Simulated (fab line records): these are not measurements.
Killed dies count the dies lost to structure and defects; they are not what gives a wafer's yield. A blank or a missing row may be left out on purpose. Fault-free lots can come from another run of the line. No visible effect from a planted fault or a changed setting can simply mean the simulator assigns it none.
fab line records	flow nand_harc
record lots=24	wafers=72	last_day=25
route steps=1159 shown A_STAIRCASE@619
lots with no fault: from the same line, run without faults
start_h: the number of hours between the record's first day and the start of the first shown wafer of the lot	wait_h: hours since the lot's step before	" same as the row above	L1.1+2: several wafers, shown together as one row	- value missing, or start not given	* or withheld: withheld	< > ~ a bound
route shown NAME@n: NAME is a module with steps in the file, n the number in the route of the first one	usual: mean/standard deviation taken from wafers without a fault	same: alike in all rows	chamber/n: place in a boat	sites: the reading at each site	_std_site: the standard deviation of these	_edge_site: mean of outer sites minus mean of inner sites	radius_mm: how far each site lies from the wafer's centre	mask NAME#n: copy n	behind: the most recent tool/chamber to have shaped the wafer	hold: why the lot went on hold/how many hours it stayed there/how the hold came to an end	device: the n, p or np transistor that did not switch	end of line: the same wafers' tests at the end of the route	a step with no rows: only its recipe	killed: dies that structure and defects cost at the first sort, which is not the same as the wafer's yield	map: a wafer's dies, marking killed ones x, the rest . and places with no die _
set.NAME: the setting the step ran with; set.NAME@STEP: the setting that earlier step ran with	model.NAME: the simulator's own value behind a step, which no gauge read
steps of the route over a sample of lots; a table a step, a row a wafer
services: from which hour (start_h, from the record's first day; less than 0 if before it) a tool's chamber was out of use, for how many hours, and why
## steps
# step NHARC_A_STAIRCASE_ETCH_225
# recipe target_depth_a=1000	time_s=40.5	ion_energy_ev=400	c4f8_flow_sccm=20	o2_flow_sccm=10	ar_flow_sccm=withheld	rf_w=600	bias_w=1000	chemistry=C4F8/O2
# usual oes_product_au=0.941/0.0093	rf_vpp_V=897/6.8
lot.wafer	tool	chamber	start_h	wait_h	oes_product_au	rf_hours_counter_h	rf_vpp_V
L075.2	rie_diel-13	1	-	-	0.941	47	900
L075.6	"	3	"	"	0.933	-	888
L075.5	"	0	"	"	0.941	-	904
L077.4	rie_diel-13	0	-	-	0.946	56	902
L077.2	"	3	"	"	0.937	54	889
L077.6	"	1	"	"	0.939	-	901
L076.3	rie_diel-12	2	-	-	0.954	18	896
L076.2	"	1	"	"	0.948	18	889
L076.5	"	3	"	"	0.934	-	902
L074.2	rie_diel-01	2	-	-	0.941	47	889
L074.3	"	0	"	"	0.962	43	888
L074.4	"	1	"	"	0.948	44	901
L078.2	rie_diel-12	2	-	-	0.946	20	894
L078.3	"	3	"	"	0.945	22	901
L078.4	"	1	"	"	0.952	19	888
L079.3	rie_diel-12	1	-	-	0.939	21	890
L079.1	"	2	"	"	0.941	21	895
L079.5	"	3	"	"	0.931	-	900
L080.2	rie_diel-01	1	-	-	0.933	51	902
L080.3	"	3	"	"	0.917	54	905
L080.6	"	1	"	"	0.941	-	900
L081.1	rie_diel-01	0	-	-	0.940	51	889
L081.3	"	1	"	"	0.926	52	901
L081.5	"	3	"	"	0.943	-	906
L082.4	rie_diel-01	0	-	-	0.955	52	888
L082.1	"	1	"	"	0.930	53	900
L082.5	"	3	"	"	0.947	-	905
L084.2	rie_diel-13	2	-	-	0.956	6	906
L084.3	"	3	"	"	0.945	7	888
L084.1	"	0	"	"	0.925	6	903
L083.1	rie_diel-01	2	-	-	0.938	62	888
L083.5	"	2	"	"	0.935	-	889
L083.6	"	3	"	"	0.936	-	905
L085.3	rie_diel-13	3	-	-	0.927	11	889
L085.1	"	0	"	"	0.944	10	901
L085.6	"	2	"	"	0.944	-	906
L087.1	rie_diel-13	1	-	-	0.933	11	902
L087.4	"	2	"	"	0.950	13	906
L087.2	"	0	"	"	0.940	11	902
L088.3	rie_diel-12	2	-	-	0.930	33	894
L088.2	"	3	"	"	0.936	44	900
L088.1	"	0	"	"	0.941	44	896
L086.1	rie_diel-13	2	-	-	0.962	20	906
L086.2	"	1	"	"	0.950	17	901
L086.6	"	3	"	"	0.934	-	889
L089.1	rie_diel-13	1	-	-	0.940	20	899
L089.3	"	2	"	"	0.950	22	906
L089.6	"	2	"	"	0.940	-	905
L094.2	rie_diel-01	2	-	-	0.930	14	888
L094.3	"	3	"	"	0.943	13	902
L094.1	"	0	"	"	0.943	12	888
L090.4	rie_diel-13	3	-	-	0.936	29	888
L090.3	"	1	"	"	0.926	28	902
L090.6	"	2	"	"	0.949	-	906
L092.3	rie_diel-13	0	-	-	0.955	28	903
L092.6	"	0	"	"	0.948	-	900
L092.5	"	1	"	"	0.938	-	900
L091.3	rie_diel-13	3	-	-	0.925	32	888
L091.5	"	0	"	"	0.931	-	903
L091.6	"	1	"	"	0.931	-	902
L095.3	rie_diel-13	0	-	-	0.965	31	902
L095.2	"	1	"	"	0.946	32	899
L095.6	"	0	"	"	0.965	-	900
L096.1	rie_diel-01	0	-	-	0.931	17	888
L096.3	"	1	"	"	0.939	17	899
L096.2	"	2	"	"	0.950	19	889
L093.3	rie_diel-12	2	-	-	0.940	48	896
L093.2	"	3	"	"	0.936	60	901
L093.6	"	2	"	"	0.932	-	893
L097.2	rie_diel-01	1	-	-	0.934	21	900
L097.3	"	2	"	"	0.928	24	888
L097.6	"	3	"	"	0.941	-	905
# step NHARC_A_STAIRCASE_TRIM_233
# recipe time_s=211.2	o2_flow_sccm=500	ar_flow_sccm=0	bias_w=0	chemistry=O2
# usual drypump_motor_current_A=5.8/0.47	o2_flow_sccm=500.1/1.6	oes_product_au=1.000/0.0076	rf_vpp_V=57.9/0.9	showerhead_plenum_p_Torr=3.55/0.18	throttle_valve_pct=17.036/0.0089
lot.wafer	tool	chamber	start_h	wait_h	drypump_motor_current_A	o2_flow_sccm	oes_product_au	rf_hours_counter_h	rf_vpp_V	showerhead_plenum_p_Torr	throttle_valve_pct
L075.2	rie_diel-01	2	-	-	5.7	500.6	1.001	45	56.9	3.34	17.042
L075.6	"	0	"	"	5.7	502.4	1.021	-	59.0	3.32	17.045
L075.5	"	1	"	"	6.1	499.7	1.003	-	58.7	3.67	17.038
L077.4	rie_diel-12	0	-	-	6.1	499.2	0.998	20	58.2	3.54	17.041
L077.2	"	2	"	"	5.6	501.5	0.995	19	56.9	3.50	17.041
L077.6	"	3	"	"	6.2	500.2	1.001	-	58.8	3.69	17.031
L076.2	rie_diel-12	1	-	-	5.8	501.5	0.997	19	56.8	3.34	17.035
L076.3	"	3	"	"	6.2	500.4	0.988	21	57.7	3.69	17.039
L076.5	"	0	"	"	6.1	501.2	0.996	-	56.6	3.54	17.045
L074.4	rie_diel-13	0	-	-	4.7	502.0	0.993	58	57.7	3.72	17.039
L074.3	"	2	"	"	6.0	499.2	1.007	58	57.2	3.28	17.038
L074.2	"	3	"	"	6.2	499.9	0.998	55	57.9	3.32	17.033
L078.3	rie_diel-01	0	-	-	5.7	500.8	0.991	45	57.8	3.32	17.024
L078.2	"	1	"	"	6.1	501.3	0.998	46	59.4	3.67	17.022
L078.4	"	3	"	"	5.6	500.4	1.000	47	58.6	3.78	17.038
L079.3	rie_diel-12	0	-	-	6.1	498.7	1.005	24	57.5	3.54	17.022
L079.1	"	2	"	"	5.6	499.1	0.994	22	57.2	3.50	17.023
L079.5	"	3	"	"	6.2	499.0	0.996	-	59.4	3.68	17.041
L080.2	rie_diel-01	1	-	-	6.1	500.7	1.002	52	58.4	3.67	17.029
L080.3	"	2	"	"	5.7	498.3	0.994	55	56.0	3.33	17.027
L080.6	"	1	"	"	6.1	501.0	1.007	-	58.7	3.67	17.037
L081.1	rie_diel-13	0	-	-	4.7	501.7	0.994	0	58.6	3.71	17.055
L081.3	"	3	"	"	6.2	497.8	0.999	0	55.5	3.32	17.028
L081.5	"	0	"	"	4.7	500.1	1.000	-	58.9	3.71	17.020
L082.1	rie_diel-12	0	-	-	6.1	497.9	1.010	28	58.2	3.54	17.022
L082.4	"	1	"	"	5.8	502.3	0.993	25	57.8	3.33	17.028
L082.5	"	1	"	"	5.8	500.1	0.992	-	58.2	3.33	17.036
L084.3	rie_diel-12	0	-	-	6.1	500.3	1.001	34	58.8	3.54	17.025
L084.2	"	2	"	"	5.6	500.4	1.005	29	58.4	3.50	17.036
L084.1	"	3	"	"	6.2	499.8	1.002	33	58.3	3.68	17.031
L083.1	rie_diel-12	3	-	-	6.2	499.3	0.995	34	58.1	3.68	17.038
L083.5	"	0	"	"	6.1	501.8	0.998	-	57.6	3.54	17.053
L083.6	"	1	"	"	5.8	506.1	1.006	-	55.4	3.33	17.024
L085.1	rie_diel-13	0	-	-	4.7	498.2	0.998	11	59.1	3.71	17.051
L085.3	"	3	"	"	6.1	500.0	0.989	13	57.6	3.32	17.038
L085.6	"	0	"	"	4.7	499.1	1.003	-	58.4	3.71	17.044
L087.2	rie_diel-13	3	-	-	6.2	499.5	0.995	16	57.4	3.31	17.020
L087.1	"	1	"	"	6.2	502.6	0.997	15	57.1	3.65	17.041
L087.4	"	2	"	"	6.0	500.7	1.010	17	58.2	3.80	17.039
L088.3	rie_diel-13	0	-	-	4.7	500.3	0.985	17	58.4	3.70	17.034
L088.2	"	1	"	"	6.2	500.7	0.995	18	58.3	3.64	17.034
L088.1	"	2	"	"	6.0	499.8	0.985	20	58.7	3.80	17.052
L086.1	rie_diel-13	1	-	-	6.2	498.9	0.997	18	58.6	3.64	17.048
L086.2	"	0	"	"	4.7	504.0	1.000	18	59.7	3.70	17.041
L086.6	"	1	"	"	6.2	501.6	1.003	-	59.1	3.64	17.040
L089.1	rie_diel-13	0	-	-	4.7	498.9	0.997	19	59.4	3.70	17.033
L089.3	"	1	"	"	6.2	500.7	1.000	21	58.3	3.64	17.028
L089.6	"	3	"	"	6.1	501.1	0.985	-	57.9	3.31	17.024
L094.2	rie_diel-01	0	-	-	5.7	498.9	1.006	13	57.2	3.30	17.049
L094.1	"	1	"	"	6.1	501.8	1.000	14	57.4	3.65	17.053
L094.3	"	3	"	"	5.6	500.8	1.007	14	59.8	3.76	17.030
L090.4	rie_diel-13	3	-	-	6.2	500.3	0.992	30	58.1	3.31	17.031
L090.3	"	2	"	"	6.0	500.5	0.997	32	58.2	3.79	17.033
L090.6	"	3	"	"	6.2	499.3	0.995	-	57.3	3.31	17.023
L092.3	rie_diel-01	2	-	-	5.7	499.9	1.008	15	57.4	3.32	17.024
L092.5	"	2	"	"	5.7	498.6	1.002	-	57.7	3.32	17.018
L092.6	"	3	"	"	5.6	500.0	1.002	-	57.4	3.76	17.031
L091.3	rie_diel-12	3	-	-	6.2	500.3	0.984	59	57.8	3.67	17.039
L091.6	"	3	"	"	6.2	499.6	0.996	-	58.1	3.67	17.037
L091.5	"	0	"	"	6.1	501.3	0.996	-	58.8	3.52	17.049
L095.2	rie_diel-13	0	-	-	4.7	501.3	1.013	31	57.7	3.70	17.041
L095.3	"	3	"	"	6.1	498.4	1.005	33	57.6	3.30	17.026
L095.6	"	0	"	"	4.7	497.9	1.007	-	58.8	3.70	17.037
L096.3	rie_diel-01	3	-	-	5.5	500.5	1.001	19	59.3	3.76	17.026
L096.1	"	0	"	"	5.7	501.9	1.007	18	58.0	3.30	17.027
L096.2	"	2	"	"	5.7	497.0	0.995	20	57.6	3.32	17.036
L093.2	rie_diel-13	2	-	-	6.0	501.1	1.015	36	58.8	3.79	17.039
L093.3	"	3	"	"	6.1	501.6	1.002	35	57.7	3.30	17.032
L093.6	"	2	"	"	6.0	498.9	1.019	-	56.8	3.79	17.040
L097.2	rie_diel-01	1	-	-	6.1	498.8	0.996	22	56.7	3.65	17.026
L097.3	"	0	"	"	5.7	499.0	1.005	22	56.1	3.30	17.038
L097.6	"	1	"	"	6.1	500.8	0.984	-	56.4	3.65	17.033
# step NHARC_A_STAIRCASE_STRIP_254
# recipe power_w=1500	temp_c=250	chemistry=O2
# usual drypump_motor_current_A=5.8/0.48	heater_power_w=344/36
lot.wafer	tool	chamber	start_h	wait_h	drypump_motor_current_A	heater_power_w	rf_hours_counter_h
L075.2	plasma_asher-01	1	263.10	-	5.0	420	52
L075.5	"	0	"	"	5.6	333	-
L075.6	"	1	"	"	5.0	418	-
L077.2	plasma_asher-02	0	268.03	-	6.1	319	26
L077.4	"	1	"	"	6.2	334	-
L077.6	"	1	"	"	6.2	344	-
L076.2	plasma_asher-01	1	268.42	-	5.0	424	54
L076.3	"	1	"	"	5.0	432	-
L076.5	"	1	"	"	5.0	440	-
L074.2	plasma_asher-02	1	269.51	-	6.2	337	26
L074.4	"	1	"	"	6.2	330	-
L074.3	"	0	"	"	6.1	322	-
L078.2	plasma_asher-01	0	271.99	-	5.7	331	56
L078.3	"	1	"	"	5.0	446	-
L078.4	"	0	"	"	5.7	323	-
L079.1	plasma_asher-02	0	277.91	-	6.1	319	30
L079.3	"	1	"	"	6.2	333	-
L079.5	"	1	"	"	6.2	344	-
L080.2	plasma_asher-02	1	285.07	-	6.2	338	34
L080.3	"	1	"	"	6.2	335	-
L080.6	"	0	"	"	6.1	320	-
L081.1	plasma_asher-01	0	288.52	-	5.6	338	1
L081.3	"	1	"	"	5.0	397	-
L081.5	"	0	"	"	5.6	339	-
L082.1	plasma_asher-02	0	288.72	-	6.1	307	36
L082.4	"	0	"	"	6.1	309	-
L082.5	"	0	"	"	6.1	309	-
L084.1	plasma_asher-02	0	308.52	-	6.1	314	41
L084.2	"	1	"	"	6.2	340	41
L084.3	"	0	"	"	6.1	318	-
L083.1	plasma_asher-02	0	309.59	-	6.1	309	42
L083.6	"	0	"	"	6.1	319	-
L083.5	"	1	"	"	6.2	342	-
L085.1	plasma_asher-01	1	324.44	-	5.0	398	10
L085.3	"	1	"	"	5.0	404	-
L085.6	"	0	"	"	5.6	335	-
L087.2	plasma_asher-02	0	327.44	-	6.1	324	48
L087.1	"	1	"	"	6.2	340	48
L087.4	"	1	"	"	6.2	342	-
L088.2	plasma_asher-02	1	333.10	-	6.2	339	50
L088.1	"	0	"	"	6.1	315	50
L088.3	"	0	"	"	6.1	313	-
L086.2	plasma_asher-01	0	333.40	-	5.7	324	13
L086.1	"	1	"	"	5.0	407	13
L086.6	"	0	"	"	5.6	330	-
L089.1	plasma_asher-02	1	338.23	-	6.2	337	51
L089.3	"	0	"	"	6.1	310	-
L089.6	"	1	"	"	6.2	332	-
L094.2	plasma_asher-01	0	363.34	-	5.6	328	23
L094.1	"	1	"	"	5.0	403	23
L094.3	"	1	"	"	5.0	407	-
L090.3	plasma_asher-01	0	364.36	-	5.6	334	-
L090.4	"	1	"	"	5.0	400	-
L090.6	"	0	"	"	5.6	332	-
L092.3	plasma_asher-01	0	365.33	-	5.7	336	-
L092.6	"	1	"	"	5.0	406	-
L092.5	"	0	"	"	5.7	342	-
L091.3	plasma_asher-02	1	370.62	-	6.2	332	-
L091.6	"	0	"	"	6.1	310	-
L091.5	"	1	"	"	6.2	341	-
L095.2	plasma_asher-02	0	371.63	-	6.1	301	0
L095.3	"	1	"	"	6.2	336	-
L095.6	"	0	"	"	6.1	308	-
L096.1	plasma_asher-02	1	373.60	-	6.2	332	1
L096.2	"	0	"	"	6.1	308	1
L096.3	"	1	"	"	6.2	343	-
L093.2	plasma_asher-01	1	374.00	-	5.0	394	32
L093.3	"	0	"	"	5.7	334	-
L093.6	"	1	"	"	4.9	399	-
L097.2	plasma_asher-02	0	385.05	-	6.1	315	6
L097.3	"	0	"	"	6.1	303	-
L097.6	"	0	"	"	6.1	304	-
# step NHARC_A_STAIRCASE_DEP_259
# recipe target_thk_a=300	target_thk_nm=30	temp_c=400	pressure_torr=3.5	flow_sccm=200	rf_w=350	material=SiON
# usual heater_power_w=706/100	susceptor_temp_C=400.00/0.24
lot.wafer	tool	chamber	start_h	wait_h	heater_power_w	susceptor_temp_C
L075.2	pecvd-03	2	266.73	1.3	719	399.86
L075.6	"	2	"	"	747	400.15
L075.5	"	1	"	"	549	399.72
L077.2	pecvd-04	1	270.74	1.3	788	400.22
L077.6	"	2	"	"	977	400.05
L077.4	"	1	"	"	787	399.83
L076.3	pecvd-03	1	271.09	1.0	537	400.65
L076.2	"	2	"	"	729	399.51
L076.5	"	0	"	"	666	399.89
L074.3	pecvd-03	0	272.93	0.9	755	400.14
L074.2	"	2	"	"	699	400.50
L074.4	"	2	"	"	714	400.06
L078.2	pecvd-03	0	274.81	1.3	724	400.04
L078.3	"	1	"	"	617	399.52
L078.4	"	1	"	"	609	399.58
L079.1	pecvd-01	1	280.52	1.5	750	400.43
L079.3	"	2	"	"	659	400.01
L079.5	"	1	"	"	755	400.24
L080.2	pecvd-01	0	292.62	1.4	611	399.65
L080.3	"	1	"	"	731	399.74
L080.6	"	2	"	"	625	399.43
L081.3	pecvd-04	2	292.93	1.0	916	400.19
L081.1	"	0	"	"	672	400.12
L081.5	"	2	"	"	908	400.38
L082.1	pecvd-01	1	293.14	1.6	693	399.92
L082.4	"	2	"	"	641	399.95
L082.5	"	1	"	"	664	399.96
L084.1	pecvd-04	2	313.38	1.6	845	399.96
L084.2	"	0	"	"	727	400.18
L084.3	"	1	"	"	791	399.76
L083.1	pecvd-04	0	313.74	1.6	630	400.34
L083.5	"	0	"	"	620	400.03
L083.6	"	2	"	"	882	400.28
L085.1	pecvd-04	1	327.08	1.6	754	400.20
L085.3	"	0	"	"	601	400.12
L085.6	"	0	"	"	614	399.83
L087.1	pecvd-04	1	330.66	1.6	800	399.69
L087.2	"	2	"	"	971	399.97
L087.4	"	1	"	"	831	400.13
L088.2	pecvd-01	0	337.26	1.2	601	399.89
L088.3	"	1	"	"	706	399.66
L088.1	"	2	"	"	660	400.10
L086.1	pecvd-03	1	337.41	1.6	606	400.42
L086.2	"	2	"	"	654	400.28
L086.6	"	0	"	"	818	399.95
L089.1	pecvd-01	0	340.88	1.5	623	400.03
L089.3	"	2	"	"	623	399.69
L089.6	"	0	"	"	595	400.10
L094.3	pecvd-01	1	366.33	1.0	654	400.34
L094.2	"	2	"	"	561	399.76
L094.1	"	0	"	"	632	399.93
L090.3	pecvd-04	1	367.88	1.0	792	400.02
L090.6	"	0	"	"	674	400.11
L090.4	"	1	"	"	814	399.76
L092.3	pecvd-01	0	368.26	1.0	715	400.16
L092.5	"	2	"	"	627	400.12
L092.6	"	0	"	"	721	399.70
L091.3	pecvd-03	2	373.75	1.5	745	399.97
L091.5	"	1	"	"	592	400.27
L091.6	"	2	"	"	746	399.81
L095.2	pecvd-03	2	374.97	1.3	616	400.12
L095.3	"	0	"	"	744	400.27
L095.6	"	0	"	"	749	399.95
L096.1	pecvd-03	2	376.30	1.6	744	400.03
L096.2	"	0	"	"	795	400.13
L096.3	"	1	"	"	654	399.99
L093.3	pecvd-03	1	376.73	1.0	634	399.87
L093.2	"	2	"	"	700	399.85
L093.6	"	0	"	"	721	400.49
L097.2	pecvd-03	2	387.73	1.3	685	399.97
L097.3	"	1	"	"	614	400.05
L097.6	"	1	"	"	625	399.90
# step NHARC_A_STAIRCASE_STRIP_295
# recipe o2_flow_sccm=500	ar_flow_sccm=0	bias_w=0	chemistry=O2
# usual drypump_motor_current_A=5.8/0.43	o2_flow_sccm=499.9/1.5	oes_product_au=1.000/0.0074	rf_vpp_V=57.8/0.88	showerhead_plenum_p_Torr=3.53/0.18	throttle_valve_pct=17.037/0.0094
lot.wafer	tool	chamber	start_h	wait_h	drypump_motor_current_A	o2_flow_sccm	oes_product_au	rf_hours_counter_h	rf_vpp_V	showerhead_plenum_p_Torr	throttle_valve_pct
L075.2	rie_diel-13	1	-	-	6.2	501.3	0.999	53	57.3	3.65	17.045
L075.6	"	0	"	"	4.7	500.2	0.999	-	58.4	3.71	17.029
L075.5	"	1	"	"	6.2	500.5	0.997	-	56.4	3.65	17.031
L077.4	rie_diel-13	2	-	-	6.0	501.1	1.007	59	58.1	3.28	17.051
L077.2	"	1	"	"	6.2	498.9	1.011	54	58.9	3.66	17.032
L077.6	"	3	"	"	6.1	500.9	0.993	-	59.2	3.32	17.051
L076.2	rie_diel-12	1	-	-	5.8	496.7	1.002	21	57.3	3.33	17.039
L076.3	"	0	"	"	6.1	500.8	0.997	23	58.5	3.54	17.029
L076.5	"	2	"	"	5.6	500.2	0.991	-	58.5	3.50	17.036
L074.3	rie_diel-13	1	-	-	6.2	497.5	1.000	55	57.4	3.65	17.031
L074.4	"	2	"	"	6.0	502.3	1.001	60	58.3	3.27	17.054
L074.2	"	3	"	"	6.2	497.0	0.994	58	57.2	3.32	17.046
L078.2	rie_diel-01	0	-	-	5.8	497.5	1.011	48	57.7	3.32	17.029
L078.4	"	1	"	"	6.1	499.4	0.999	49	57.7	3.67	17.044
L078.3	"	2	"	"	5.7	498.8	0.994	53	56.3	3.33	17.022
L079.1	rie_diel-12	3	-	-	6.2	499.0	0.999	27	58.9	3.68	17.045
L079.3	"	1	"	"	5.8	498.2	0.991	25	58.1	3.33	17.026
L079.5	"	3	"	"	6.2	500.7	0.997	-	58.5	3.68	17.031
L080.2	rie_diel-12	1	-	-	5.8	498.6	1.001	27	57.8	3.33	17.025
L080.3	"	2	"	"	5.6	500.2	1.008	27	57.8	3.50	17.031
L080.6	"	1	"	"	5.8	498.4	0.989	-	56.7	3.33	17.042
L081.1	rie_diel-01	0	-	-	5.7	499.2	1.000	56	56.7	3.31	17.030
L081.3	"	2	"	"	5.7	500.4	0.987	59	57.6	3.33	17.037
L081.5	"	3	"	"	5.6	502.7	0.987	-	59.2	3.77	17.027
L082.4	rie_diel-12	0	-	-	6.1	502.5	1.010	32	55.9	3.54	17.030
L082.1	"	3	"	"	6.2	500.6	0.993	31	58.0	3.68	17.020
L082.5	"	0	"	"	6.1	502.4	0.996	-	56.3	3.54	17.023
L084.2	rie_diel-12	3	-	-	6.2	500.1	0.995	37	59.7	3.68	17.032
L084.1	"	0	"	"	6.2	497.2	1.001	37	57.9	3.53	17.059
L084.3	"	1	"	"	5.8	500.6	0.994	33	57.6	3.33	17.055
L083.1	rie_diel-13	2	-	-	6.0	499.7	1.011	11	58.1	3.80	17.036
L083.5	"	2	"	"	6.1	499.1	1.002	-	59.3	3.80	17.042
L083.6	"	3	"	"	6.1	500.1	0.996	-	56.6	3.32	17.033
L085.3	rie_diel-01	1	-	-	6.1	499.2	1.002	2	59.0	3.66	17.047
L085.1	"	0	"	"	5.7	499.8	1.010	3	56.7	3.31	17.048
L085.6	"	1	"	"	6.1	501.2	0.993	-	57.4	3.66	17.048
L087.1	rie_diel-13	2	-	-	6.0	499.9	1.020	22	58.2	3.80	17.031
L087.2	"	3	"	"	6.1	500.6	1.007	20	57.4	3.31	17.030
L087.4	"	0	"	"	4.7	499.8	1.005	18	57.6	3.70	17.028
L088.3	rie_diel-13	2	-	-	6.0	502.0	1.014	24	56.7	3.79	17.037
L088.1	"	3	"	"	6.2	501.8	0.998	22	59.1	3.31	17.050
L088.2	"	1	"	"	6.2	500.2	1.017	22	58.2	3.64	17.041
L086.2	rie_diel-01	2	-	-	5.7	501.9	0.993	7	58.3	3.32	17.039
L086.1	"	0	"	"	5.7	501.5	1.000	6	58.8	3.31	17.035
L086.6	"	3	"	"	5.6	500.3	1.000	-	57.7	3.77	17.034
L089.3	rie_diel-12	0	-	-	6.1	499.5	0.996	52	57.3	3.53	17.034
L089.1	"	2	"	"	5.6	502.3	0.999	39	57.5	3.49	17.029
L089.6	"	0	"	"	6.1	499.4	1.005	-	58.2	3.53	17.026
L094.2	rie_diel-12	1	-	-	5.8	498.8	1.000	55	60.0	3.32	17.033
L094.3	"	3	"	"	6.2	498.1	0.989	59	57.2	3.66	17.027
L094.1	"	0	"	"	6.1	499.0	1.000	59	57.1	3.52	17.037
L090.4	rie_diel-01	1	-	-	6.1	500.2	0.991	18	58.8	3.65	17.031
L090.3	"	3	"	"	5.6	499.4	0.998	19	57.9	3.76	17.034
L090.6	"	1	"	"	6.1	501.7	0.992	-	58.8	3.65	17.041
L092.3	rie_diel-13	0	-	-	4.8	500.6	0.999	32	57.3	3.70	17.042
L092.6	"	3	"	"	6.1	499.9	0.995	-	56.9	3.30	17.042
L092.5	"	0	"	"	4.7	499.3	1.002	-	57.5	3.69	17.047
L091.3	rie_diel-01	3	-	-	5.6	499.3	0.993	21	58.1	3.76	17.040
L091.5	"	0	"	"	5.7	498.5	1.009	-	58.1	3.30	17.036
L091.6	"	1	"	"	6.1	498.9	1.005	-	56.4	3.65	17.059
L095.2	rie_diel-13	2	-	-	6.1	502.0	1.001	38	58.7	3.79	17.038
L095.3	"	0	"	"	4.7	500.5	1.001	34	57.6	3.69	17.036
L095.6	"	2	"	"	6.0	499.3	1.010	-	57.8	3.79	17.049
L096.3	rie_diel-13	2	-	-	6.0	500.0	0.999	40	58.5	3.78	17.035
L096.1	"	3	"	"	6.1	500.5	0.985	38	56.9	3.30	17.043
L096.2	"	1	"	"	6.2	500.0	0.991	37	57.2	3.63	17.028
L093.3	rie_diel-01	0	380.42	-	5.7	503.0	0.996	21	56.9	3.30	17.028
L093.2	"	3	"	"	5.6	497.4	1.000	23	58.1	3.76	17.044
L093.6	"	1	"	"	6.1	501.6	0.995	-	59.0	3.65	17.039
L097.2	rie_diel-13	0	-	-	4.7	499.1	0.995	42	59.1	3.69	17.050
L097.3	"	2	"	"	6.0	502.3	1.006	45	57.3	3.78	17.012
L097.6	"	0	"	"	4.8	499.5	0.998	-	58.4	3.69	17.035
# step NHARC_A_STAIRCASE_ETCH_315
# recipe target_depth_a=25000	time_s=607.1	ion_energy_ev=800	c4f8_flow_sccm=80	o2_flow_sccm=60	ar_flow_sccm=withheld	rf_w=600	bias_w=3000	chemistry=C4F8/O2/Ar
# usual oes_product_au=0.934/0.0095	rf_vpp_V=1830/14
lot.wafer	tool	chamber	start_h	wait_h	oes_product_au	rf_hours_counter_h	rf_vpp_V
L075.2	rie_diel-01	1	-	-	0.937	47	1836
L075.5	"	3	"	"	0.942	-	1846
L075.6	"	0	"	"	0.941	-	1810
L077.4	rie_diel-01	0	-	-	0.948	48	1809
L077.2	"	2	"	"	0.936	53	1811
L077.6	"	3	"	"	0.949	-	1845
L076.3	rie_diel-12	1	-	-	0.920	23	1811
L076.2	"	2	"	"	0.919	23	1826
L076.5	"	0	"	"	0.917	-	1830
L074.2	rie_diel-01	1	-	-	0.949	49	1837
L074.3	"	3	"	"	0.937	52	1846
L074.4	"	0	"	"	0.951	49	1812
L078.3	rie_diel-12	0	-	-	0.941	26	1829
L078.2	"	2	"	"	0.924	24	1825
L078.4	"	3	"	"	0.936	27	1837
L079.3	rie_diel-13	0	-	-	0.950	2	1839
L079.1	"	1	"	"	0.950	2	1837
L079.5	"	0	"	"	0.948	-	1841
L080.2	rie_diel-01	3	-	-	0.938	60	1844
L080.3	"	2	"	"	0.932	60	1813
L080.6	"	0	"	"	0.942	-	1810
L081.1	rie_diel-13	2	-	-	0.942	6	1847
L081.3	"	3	"	"	0.921	7	1810
L081.5	"	3	"	"	0.921	-	1811
L082.1	rie_diel-01	0	-	-	0.938	58	1811
L082.4	"	2	"	"	0.939	61	1811
L082.5	"	0	"	"	0.944	-	1811
L084.1	rie_diel-12	2	-	-	0.923	30	1824
L084.3	"	0	"	"	0.925	42	1829
L084.2	"	1	"	"	0.923	38	1812
L083.1	rie_diel-13	3	-	-	0.919	17	1810
L083.6	"	2	"	"	0.928	-	1847
L083.5	"	3	"	"	0.918	-	1811
L085.1	rie_diel-13	3	-	-	0.925	21	1810
L085.3	"	0	"	"	0.933	19	1840
L085.6	"	1	"	"	0.924	-	1836
L087.1	rie_diel-12	3	-	-	0.936	47	1838
L087.2	"	0	"	"	0.929	48	1826
L087.4	"	1	"	"	0.924	44	1811
L088.1	rie_diel-13	1	-	-	0.935	23	1836
L088.2	"	2	"	"	0.947	26	1846
L088.3	"	3	"	"	0.930	25	1811
L086.2	rie_diel-13	3	-	-	0.927	25	1811
L086.1	"	0	"	"	0.931	23	1839
L086.6	"	1	"	"	0.932	-	1835
L089.1	rie_diel-13	1	-	-	0.934	24	1836
L089.3	"	0	"	"	0.950	23	1839
L089.6	"	2	"	"	0.930	-	1845
L094.3	rie_diel-13	2	-	-	0.939	36	1847
L094.1	"	0	"	"	0.939	33	1840
L094.2	"	1	"	"	0.929	34	1835
L090.3	rie_diel-13	2	-	-	0.951	37	1845
L090.4	"	0	"	"	0.936	-	1839
L090.6	"	1	"	"	0.939	-	1834
L092.3	rie_diel-12	1	-	-	0.928	56	1813
L092.6	"	2	"	"	0.936	-	1824
L092.5	"	3	"	"	0.925	-	1839
L091.3	rie_diel-13	1	-	-	0.923	39	1835
L091.5	"	2	"	"	0.937	-	1844
L091.6	"	3	"	"	0.924	-	1809
L095.3	rie_diel-01	3	-	-	0.942	25	1844
L095.2	"	1	"	"	0.929	23	1836
L095.6	"	3	"	"	0.938	-	1843
L096.2	rie_diel-13	0	-	-	0.943	39	1838
L096.3	"	2	"	"	0.928	42	1845
L096.1	"	3	"	"	0.920	40	1810
L093.3	rie_diel-01	1	-	-	0.925	24	1835
L093.2	"	3	"	"	0.926	26	1844
L093.6	"	2	"	"	0.918	-	1811
L097.2	rie_diel-01	1	-	-	0.945	28	1835
L097.3	"	2	"	"	0.929	31	1811
L097.6	"	0	"	"	0.958	-	1810
## services
tool	chamber	start_h	hours	kind
pecvd-04	0	240.18	6.7	repair
pecvd-01	-	246.39	13.0	pm
rie_diel-13	0	256.05	-	clean
rie_diel-13	1	256.05	-	clean
rie_diel-13	2	256.05	-	clean
rie_diel-13	3	256.05	-	clean
plasma_asher-01	-	276.07	9.0	pm
rie_diel-13	-	276.21	9.0	pm
rie_diel-13	0	276.21	9.0	vent_cycle
pecvd-04	0	287.50	4.9	repair
pecvd-03	-	292.33	13.0	pm
plasma_asher-02	-	294.72	5.0	repair
rie_diel-12	2	310.57	12.3	repair
plasma_asher-01	-	313.92	3.0	repair
rie_diel-01	-	316.05	0.7	repair
pecvd-03	-	344.13	0.4	repair
pecvd-04	1	350.21	9.6	repair
pecvd-04	-	352.33	0.6	repair
plasma_asher-02	-	360.76	9.0	pm
rie_diel-13	3	371.96	3.1	repair
pecvd-04	-	376.00	13.0	pm
rie_diel-12	-	380.36	9.0	pm
pecvd-04	2	389.00	5.1	repair
plasma_asher-01	-	395.71	0.6	repair
## key
fault none
